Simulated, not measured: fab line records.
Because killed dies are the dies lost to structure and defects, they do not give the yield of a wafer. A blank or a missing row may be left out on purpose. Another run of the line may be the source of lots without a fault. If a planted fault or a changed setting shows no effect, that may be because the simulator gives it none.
Which of the tools did it? / flow n5_finfet / 11 lots with 28 wafers sampled at 5 steps, on a route of 1938 steps

WHAT THE GAUGES READ, wafer by wafer
N5_HKMG_FIN_OVL_MEAS_13. Usual: for NWFM_OVL the level is 0.1 nm and the standard deviation is 0.73.
lot=L480; measured=day 4 12:35; on=overlay-02; NWFM_OVL (nm)=0.0 0.0 -0.3; flag=
lot=L483; measured=day 5 04:14; on=overlay-01; NWFM_OVL (nm)=-0.5 -0.3 -0.6; flag=
lot=L484; measured=day 5 10:56; on=overlay-01; NWFM_OVL (nm)=0.2 0.7 0.4; flag=
lot=L486; measured=day 5 20:50; on=overlay-01; NWFM_OVL (nm)=-1.0 -0.5; flag=
lot=L488; measured=day 6 07:35; on=overlay-01; NWFM_OVL (nm)=2.2 -0.5 0.3; flag=
lot=L490; measured=day 6 22:28; on=overlay-02; NWFM_OVL (nm)=0.8 0.9 0.1; flag=
lot=L497; measured=day 8 14:18; on=overlay-01; NWFM_OVL (nm)=-0.3 0.4; flag=
lot=L499; measured=day 9 02:05; on=overlay-01; NWFM_OVL (nm)=0.3 0.4; flag=
lot=L500; measured=day 9 10:26; on=overlay-01; NWFM_OVL (nm)=0.3 1.4; flag=
lot=L501; measured=day 9 16:37; on=overlay-01; NWFM_OVL (nm)=-0.1 1.1; flag=
lot=L502; measured=day 9 23:14; on=overlay-02; NWFM_OVL (nm)=1.1 0.2 0.7; flag=

N5_BEOL_M4_RC_MEAS_101. Usual: DIBL_N 36.3 mV/V, standard deviation 1.6; DIBL_P 36.2 mV/V, standard deviation 2; IOFF_N 0.160 nA/um, standard deviation 0.028; IOFF_P 0.21 nA/um, standard deviation 0.036; ION_N 677 uA/um, standard deviation 11; ION_P 465 uA/um, standard deviation 6.9; SS_N 71.5 mV/dec, standard deviation 0.55; SS_P 73.3 mV/dec, standard deviation 0.64; VT_N 250 mV, standard deviation 3; VT_P -250 mV, standard deviation 3.5.
lot=L480; measured=day 8 00:02; on=prober-02; DIBL_N (mV/V)=35.3 36.1 36.5; DIBL_P (mV/V)=35.1 35.6 36.0; IOFF_N (nA/um)=0.145 0.159 0.167; IOFF_P (nA/um)=0.20 0.21 0.22; ION_N (uA/um)=682 679 675; ION_P (uA/um)=464 471 462; SS_N (mV/dec)=70.8 70.7 70.7; SS_P (mV/dec)=72.4 72.5 72.9; VT_N (mV)=250 248 249; VT_P (mV)=-248 -247 -251; flag=
lot=L483; measured=day 9 08:10; on=prober-01; DIBL_N (mV/V)=33.3 34.5 34.5; DIBL_P (mV/V)=33.7 34.8 33.9; IOFF_N (nA/um)=0.114 0.136 0.139; IOFF_P (nA/um)=0.15 0.17 0.16; ION_N (uA/um)=660 679 669; ION_P (uA/um)=456 470 457; SS_N (mV/dec)=70.6 70.5 71.2; SS_P (mV/dec)=72.6 72.8 73.1; VT_N (mV)=256 255 252; VT_P (mV)=-255 -252 -254; flag=
lot=L484; measured=day 9 10:43; on=prober-02; DIBL_N (mV/V)=37.8 38.3 40.5; DIBL_P (mV/V)=37.0 36.7 40.7; IOFF_N (nA/um)=0.155 0.152 0.222; IOFF_P (nA/um)=0.22 0.22 0.30; ION_N (uA/um)=679 662 699; ION_P (uA/um)=473 469 477; SS_N (mV/dec)=71.5 71.8 72.4; SS_P (mV/dec)=73.6 73.4 74.5; VT_N (mV)=251 253 246; VT_P (mV)=-249 -248 -244; flag=
lot=L486; measured=day 9 17:41; on=prober-01; DIBL_N (mV/V)=37.7 35.0; DIBL_P (mV/V)=40.4 36.8; IOFF_N (nA/um)=0.219 0.160; IOFF_P (nA/um)=0.27 0.20; ION_N (uA/um)=702 675; ION_P (uA/um)=478 459; SS_N (mV/dec)=71.6 71.2; SS_P (mV/dec)=74.7 72.7; VT_N (mV)=243 250; VT_P (mV)=-248 -252; flag=
lot=L488; measured=day 10 15:08; on=prober-01; DIBL_N (mV/V)=37.8 38.0 37.6; DIBL_P (mV/V)=38.9 39.1 38.2; IOFF_N (nA/um)=0.187 0.190 0.177; IOFF_P (nA/um)=0.29 0.27 0.27; ION_N (uA/um)=684 688 673; ION_P (uA/um)=478 475 469; SS_N (mV/dec)=71.4 72.1 71.1; SS_P (mV/dec)=73.6 73.4 73.6; VT_N (mV)=246 248 248; VT_P (mV)=-243 -246 -244; flag=
lot=L490; measured=day 10 19:08; on=prober-01; DIBL_N (mV/V)=37.4 38.4 36.8; DIBL_P (mV/V)=38.2 39.4 37.8; IOFF_N (nA/um)=0.186 0.207 0.172; IOFF_P (nA/um)=0.24 0.26 0.20; ION_N (uA/um)=688 691 670; ION_P (uA/um)=468 466 452; SS_N (mV/dec)=72.0 71.6 71.4; SS_P (mV/dec)=74.0 74.6 74.6; VT_N (mV)=246 246 249; VT_P (mV)=-251 -249 -255; flag=
lot=L497; measured=day 12 16:46; on=prober-01; DIBL_N (mV/V)=36.1 34.9; DIBL_P (mV/V)=36.7 35.5; IOFF_N (nA/um)=0.142 0.133; IOFF_P (nA/um)=0.19 0.18; ION_N (uA/um)=666 673; ION_P (uA/um)=457 463; SS_N (mV/dec)=71.4 71.2; SS_P (mV/dec)=73.5 72.8; VT_N (mV)=254 252; VT_P (mV)=-251 -251; flag=
lot=L499; measured=day 13 12:14; on=prober-01; DIBL_N (mV/V)=33.4 32.2; DIBL_P (mV/V)=31.5 30.3; IOFF_N (nA/um)=0.118 0.107; IOFF_P (nA/um)=0.16 0.15; ION_N (uA/um)=669 668; ION_P (uA/um)=455 461; SS_N (mV/dec)=71.0 69.9; SS_P (mV/dec)=72.4 72.7; VT_N (mV)=252 255; VT_P (mV)=-255 -254; flag=
lot=L500; measured=day 13 12:34; on=prober-02; DIBL_N (mV/V)=34.3 34.5; DIBL_P (mV/V)=34.8 34.4; IOFF_N (nA/um)=0.135 0.128; IOFF_P (nA/um)=0.20 0.18; ION_N (uA/um)=665 665; ION_P (uA/um)=463 462; SS_N (mV/dec)=71.1 70.9; SS_P (mV/dec)=73.0 73.1; VT_N (mV)=251 253; VT_P (mV)=-249 -252; flag=
lot=L501; measured=day 13 18:03; on=prober-01; DIBL_N (mV/V)=36.7 35.5; DIBL_P (mV/V)=35.4 34.4; IOFF_N (nA/um)=0.172 0.151; IOFF_P (nA/um)=0.21 0.20; ION_N (uA/um)=682 684; ION_P (uA/um)=463 465; SS_N (mV/dec)=71.5 71.0; SS_P (mV/dec)=73.3 73.7; VT_N (mV)=247 246; VT_P (mV)=-250 -248; flag=
lot=L502; measured=day 13 21:29; on=prober-02; DIBL_N (mV/V)=36.5 35.6 36.0; DIBL_P (mV/V)=36.4 35.2 35.8; IOFF_N (nA/um)=0.155 0.144 0.139; IOFF_P (nA/um)=0.19 0.16 0.17; ION_N (uA/um)=671 678 670; ION_P (uA/um)=453 456 452; SS_N (mV/dec)=72.0 71.4 71.6; SS_P (mV/dec)=73.5 73.4 73.5; VT_N (mV)=250 251 249; VT_P (mV)=-254 -257 -253; flag=

TOOL THAT RAN EACH LOT (tool first, then ch and the chambers of the sampled wafers, then the start)
lot=L480; N5_HKMG_FIN_ETCH_55=rie_diel-06 ch 1,3, day 4 09:07; N5_HKMG_FIN_ALD_36=ald_metal-01 ch 0,3, day 4 11:24; N5_HKMG_FIN_PWFM_ALD_03=ald_metal-04 ch 1,2, day 4 11:43
lot=L483; N5_HKMG_FIN_ETCH_55=rie_diel-03 ch 0,2, day 5 00:57; N5_HKMG_FIN_ALD_36=ald_metal-03 ch 0,1, day 5 03:02; N5_HKMG_FIN_PWFM_ALD_03=ald_metal-04 ch 2,3, day 5 03:22
lot=L484; N5_HKMG_FIN_ETCH_55=rie_diel-02 ch 1,2, day 5 07:47; N5_HKMG_FIN_ALD_36=ald_metal-03 ch 0,3, day 5 09:53; N5_HKMG_FIN_PWFM_ALD_03=ald_metal-01 ch 0,3, day 5 10:12
lot=L486; N5_HKMG_FIN_ETCH_55=rie_diel-03 ch 2, day 5 17:40; N5_HKMG_FIN_ALD_36=ald_metal-01 ch 2,3, day 5 19:46; N5_HKMG_FIN_PWFM_ALD_03=ald_metal-03 ch 0,2, day 5 20:05
lot=L488; N5_HKMG_FIN_ETCH_55=rie_diel-03 ch 0,1,3, day 6 04:22; N5_HKMG_FIN_ALD_36=ald_metal-01 ch 2,3, day 6 06:23; N5_HKMG_FIN_PWFM_ALD_03=ald_metal-03 ch 0,1, day 6 06:43
lot=L490; N5_HKMG_FIN_ETCH_55=rie_diel-06 ch 0,1,2, day 6 19:15; N5_HKMG_FIN_ALD_36=ald_metal-01 ch 0,2,3, day 6 21:17; N5_HKMG_FIN_PWFM_ALD_03=ald_metal-03 ch 1,2,3, day 6 21:36
lot=L497; N5_HKMG_FIN_ETCH_55=rie_diel-06 ch 0,3, day 8 11:02; N5_HKMG_FIN_ALD_36=ald_metal-04 ch 3, day 8 13:07; N5_HKMG_FIN_PWFM_ALD_03=ald_metal-03 ch 0,3, day 8 13:26
lot=L499; N5_HKMG_FIN_ETCH_55=rie_diel-06 ch 0,3, day 8 22:59; N5_HKMG_FIN_ALD_36=ald_metal-03 ch 0,2, day 9 01:01; N5_HKMG_FIN_PWFM_ALD_03=ald_metal-03 ch 0,3, day 9 01:20
lot=L500; N5_HKMG_FIN_ETCH_55=rie_diel-06 ch 2,3, day 9 07:13; N5_HKMG_FIN_ALD_36=ald_metal-03 ch 2,3, day 9 09:15; N5_HKMG_FIN_PWFM_ALD_03=ald_metal-01 ch 2,3, day 9 09:34
lot=L501; N5_HKMG_FIN_ETCH_55=rie_diel-02 ch 0,2, day 9 12:04; N5_HKMG_FIN_ALD_36=ald_metal-03 ch 3, day 9 15:16; N5_HKMG_FIN_PWFM_ALD_03=ald_metal-01 ch 0,1, day 9 15:52
lot=L502; N5_HKMG_FIN_ETCH_55=rie_diel-03 ch 1,2,3, day 9 19:49; N5_HKMG_FIN_ALD_36=ald_metal-04 ch 0,1, day 9 22:02; N5_HKMG_FIN_PWFM_ALD_03=ald_metal-01 ch 1,2,3, day 9 22:22
- N5_HKMG_FIN_ETCH_55: etches SOC in N2/H2, target depth 240 nm, time 300 s.
- N5_HKMG_FIN_ALD_36: deposits TiN, target thk 1 nm, pulse time 1 s, purge time 3 s.
- N5_HKMG_FIN_PWFM_ALD_03: deposits TiN, target thk 2 nm, pulse time 1 s, purge time 3 s.

WHAT THE TOOLS THEMSELVES READ (means of the sampled wafers that have a number; where no wafer has one, the mark that the record gives instead)
N5_HKMG_FIN_ETCH_55. Usual: drypump_motor_current_A 5.8 A, standard deviation 0.4; n2_flow_sccm 200.0 sccm, standard deviation 0.54; oes_product_au 0.86 a.u., standard deviation 0.073; rf_vpp_V 525.6 V, standard deviation 2.5; showerhead_plenum_p_Torr 2.61 Torr, standard deviation 0.094; throttle_valve_pct 17.76 %, standard deviation 0.27.
lot=L480; tool=rie_diel-06; drypump_motor_current_A (A)=6.0; n2_flow_sccm (sccm)=199.6; oes_product_au (a.u.)=0.85; rf_vpp_V (V)=523.7; showerhead_plenum_p_Torr (Torr)=2.53; throttle_valve_pct (%)=17.59; flag=
lot=L483; tool=rie_diel-03; drypump_motor_current_A (A)=5.9; n2_flow_sccm (sccm)=199.8; oes_product_au (a.u.)=0.89; rf_vpp_V (V)=526.2; showerhead_plenum_p_Torr (Torr)=2.63; throttle_valve_pct (%)=18.13; flag=
lot=L484; tool=rie_diel-02; drypump_motor_current_A (A)=5.6; n2_flow_sccm (sccm)=200.3; oes_product_au (a.u.)=0.69; rf_vpp_V (V)=524.5; showerhead_plenum_p_Torr (Torr)=2.54; throttle_valve_pct (%)=17.89; flag=
lot=L486; tool=rie_diel-03; drypump_motor_current_A (A)=5.5; n2_flow_sccm (sccm)=200.2; oes_product_au (a.u.)=0.95; rf_vpp_V (V)=528.3; showerhead_plenum_p_Torr (Torr)=2.72; throttle_valve_pct (%)=18.10; flag=
lot=L488; tool=rie_diel-03; drypump_motor_current_A (A)=5.8; n2_flow_sccm (sccm)=199.5; oes_product_au (a.u.)=0.91; rf_vpp_V (V)=525.8; showerhead_plenum_p_Torr (Torr)=2.62; throttle_valve_pct (%)=17.78; flag=
lot=L490; tool=rie_diel-06; drypump_motor_current_A (A)=5.8; n2_flow_sccm (sccm)=200.2; oes_product_au (a.u.)=0.86; rf_vpp_V (V)=524.2; showerhead_plenum_p_Torr (Torr)=2.58; throttle_valve_pct (%)=17.54; flag=
lot=L497; tool=rie_diel-06; drypump_motor_current_A (A)=5.9; n2_flow_sccm (sccm)=199.9; oes_product_au (a.u.)=0.85; rf_vpp_V (V)=528.6; showerhead_plenum_p_Torr (Torr)=2.69; throttle_valve_pct (%)=17.52; flag=
lot=L499; tool=rie_diel-06; drypump_motor_current_A (A)=6.0; n2_flow_sccm (sccm)=199.8; oes_product_au (a.u.)=0.85; rf_vpp_V (V)=527.1; showerhead_plenum_p_Torr (Torr)=2.69; throttle_valve_pct (%)=17.52; flag=
lot=L500; tool=rie_diel-06; drypump_motor_current_A (A)=5.4; n2_flow_sccm (sccm)=200.1; oes_product_au (a.u.)=0.87; rf_vpp_V (V)=526.8; showerhead_plenum_p_Torr (Torr)=2.63; throttle_valve_pct (%)=17.55; flag=
lot=L501; tool=rie_diel-02; drypump_motor_current_A (A)=6.0; n2_flow_sccm (sccm)=199.6; oes_product_au (a.u.)=0.79; rf_vpp_V (V)=523.2; showerhead_plenum_p_Torr (Torr)=2.49; throttle_valve_pct (%)=18.03; flag=
lot=L502; tool=rie_diel-03; drypump_motor_current_A (A)=5.6; n2_flow_sccm (sccm)=199.7; oes_product_au (a.u.)=0.87; rf_vpp_V (V)=526.4; showerhead_plenum_p_Torr (Torr)=2.66; throttle_valve_pct (%)=17.80; flag=

N5_HKMG_FIN_ALD_36. Usual: heater_power_w 864 W, standard deviation 99; precursor_pulse_height_rel 0.999, standard deviation 0.018.
lot=L480; tool=ald_metal-01; heater_power_w (W)=812; precursor_pulse_height_rel=1.005; flag=
lot=L483; tool=ald_metal-03; heater_power_w (W)=810; precursor_pulse_height_rel=0.991; flag=
lot=L484; tool=ald_metal-03; heater_power_w (W)=824; precursor_pulse_height_rel=0.998; flag=
lot=L486; tool=ald_metal-01; heater_power_w (W)=838; precursor_pulse_height_rel=0.988; flag=
lot=L488; tool=ald_metal-01; heater_power_w (W)=813; precursor_pulse_height_rel=0.992; flag=
lot=L490; tool=ald_metal-01; heater_power_w (W)=821; precursor_pulse_height_rel=0.984; flag=
lot=L497; tool=ald_metal-04; heater_power_w (W)=964; precursor_pulse_height_rel=0.998; flag=
lot=L499; tool=ald_metal-03; heater_power_w (W)=855; precursor_pulse_height_rel=1.000; flag=
lot=L500; tool=ald_metal-03; heater_power_w (W)=865; precursor_pulse_height_rel=1.000; flag=
lot=L501; tool=ald_metal-03; heater_power_w (W)=861; precursor_pulse_height_rel=0.994; flag=
lot=L502; tool=ald_metal-04; heater_power_w (W)=860; precursor_pulse_height_rel=1.005; flag=

N5_HKMG_FIN_PWFM_ALD_03. Usual: heater_power_w 858 W, standard deviation 100; precursor_pulse_height_rel 0.999, standard deviation 0.019.
lot=L480; tool=ald_metal-04; heater_power_w (W)=772; precursor_pulse_height_rel=1.002; flag=
lot=L483; tool=ald_metal-04; heater_power_w (W)=812; precursor_pulse_height_rel=0.990; flag=
lot=L484; tool=ald_metal-01; heater_power_w (W)=822; precursor_pulse_height_rel=0.994; flag=
lot=L486; tool=ald_metal-03; heater_power_w (W)=830; precursor_pulse_height_rel=1.004; flag=
lot=L488; tool=ald_metal-03; heater_power_w (W)=800; precursor_pulse_height_rel=1.001; flag=
lot=L490; tool=ald_metal-03; heater_power_w (W)=846; precursor_pulse_height_rel=0.989; flag=
lot=L497; tool=ald_metal-03; heater_power_w (W)=822; precursor_pulse_height_rel=1.008; flag=
lot=L499; tool=ald_metal-03; heater_power_w (W)=840; precursor_pulse_height_rel=1.000; flag=
lot=L500; tool=ald_metal-01; heater_power_w (W)=818; precursor_pulse_height_rel=0.994; flag=
lot=L501; tool=ald_metal-01; heater_power_w (W)=943; precursor_pulse_height_rel=0.988; flag=
lot=L502; tool=ald_metal-01; heater_power_w (W)=925; precursor_pulse_height_rel=1.008; flag=

THE ANSWER, worked out from the rows above alone
Rule: lot off if the mean of its wafers having a number is beyond 3 standard deviations from the usual mean. Also off: a lot with no number at a reading for which 4 or more lots have one. The other lots that the step has rows for count as sound. Order of review: gauges by route order, followed by the tools' own readings, for which a lot's mean as printed above is used. The first step at which some lot is off is used, and at that step the reading that is off furthest; a lot without a number counts as furthest.
Nothing can be told from this: no lot is off at any reading shown.

WHAT WAS PUT IN BY THE SIMULATOR
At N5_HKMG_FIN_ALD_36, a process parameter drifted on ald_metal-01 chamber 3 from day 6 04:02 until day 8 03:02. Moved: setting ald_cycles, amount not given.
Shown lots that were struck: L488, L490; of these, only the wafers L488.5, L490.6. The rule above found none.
